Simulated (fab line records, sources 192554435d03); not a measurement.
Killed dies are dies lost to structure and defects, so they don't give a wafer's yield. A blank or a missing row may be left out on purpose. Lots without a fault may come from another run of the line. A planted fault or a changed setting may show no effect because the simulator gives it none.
Chamber matching | flow n5_finfet | N5_BEOL_M7_ETCH_66 on rie_diel-05: 4 sister chambers
The step etches SOC in N2/H2, target depth 80 nm, overetch 16 nm, time 120 s. 16 wafers are shown with their chamber, then 8 later ones without.

WAFERS WITH THEIR CHAMBER
wafer  | chamber | showerhead_plenum_p_Torr (Torr) | drypump_motor_current_A (A) | throttle_valve_pct (%)
L075.2 | 1       | 2.43                            | 5.8                         | 18.11
L075.3 | 0       | 2.67                            | 5.7                         | 17.56
L075.6 | 1       | 2.43                            | 5.8                         | 18.11
L074.1 | 2       | 2.54                            | 5.2                         | 17.77
L074.2 | 3       | 2.55                            | 6.3                         | 18.14
L074.6 | 2       | 2.54                            | 5.2                         | 17.77
L079.1 | 0       | 2.67                            | 5.7                         | 17.59
L079.5 | 3       | 2.54                            | 6.3                         | 18.16
L079.6 | 2       | 2.53                            | 5.2                         | 17.77
L082.1 | 2       | 2.53                            | 5.2                         | 17.79
L082.3 | 1       | 2.43                            | 5.7                         | 18.13
L082.4 | 3       | 2.54                            | 6.3                         | 18.17
L085.1 | 3       | 2.54                            | 6.3                         | 18.17
L085.3 | 1       | 2.43                            | 5.8                         | 18.14
L085.6 | 3       | 2.54                            | 6.3                         | 18.18
L086.2 | 3       | 2.54                            | 6.3                         | 18.17

SIGNATURES (means of the wafers above)
reading                  | chamber 0 | chamber 1 | chamber 2 | chamber 3 | scatter within a chamber
showerhead_plenum_p_Torr | 2.6700    | 2.4300    | 2.5350    | 2.5417    | 0.00391
drypump_motor_current_A  | 5.700     | 5.775     | 5.200     | 6.300     | 0.025
throttle_valve_pct       | 17.5750   | 18.1225   | 17.7750   | 18.1650   | 0.0141
Rule: a wafer's distance from a chamber is the root of the sum, over the readings, of the square of ((its reading less the chamber's mean) divided by the reading's scatter). The wafer belongs to the nearest chamber; if the next one is less than 2 further off, it can't be placed. The scatter: the root of (the sum of the squares of (reading less its chamber's mean) over the shown wafers, divided by (wafers less chambers)).

WAFERS WITHOUT THEIR CHAMBER
wafer  | showerhead_plenum_p_Torr (Torr) | drypump_motor_current_A (A) | throttle_valve_pct (%)
L086.4 | 2.66                            | 5.7                         | 17.62
L086.6 | 2.43                            | 5.8                         | 18.12
L087.1 | 2.43                            | 5.8                         | 18.14
L087.3 | 2.66                            | 5.7                         | 17.60
L087.6 | 2.53                            | 5.2                         | 17.79
L090.2 | 2.53                            | 6.3                         | 18.20
L090.5 | 2.53                            | 6.3                         | 18.18
L090.6 | 2.42                            | 5.8                         | 18.16

WHICH CHAMBER EACH WENT THROUGH
wafer  | from the rows above | in truth
L086.4 | 0                   | 0
L086.6 | 1                   | 1
L087.1 | 1                   | 1
L087.3 | 0                   | 0
L087.6 | 2                   | 2
L090.2 | 3                   | 3
L090.5 | 3                   | 3
L090.6 | 1                   | 1
Placed correctly: 8 of 8. Can't be placed from these rows: 0. Placed wrongly: 0.
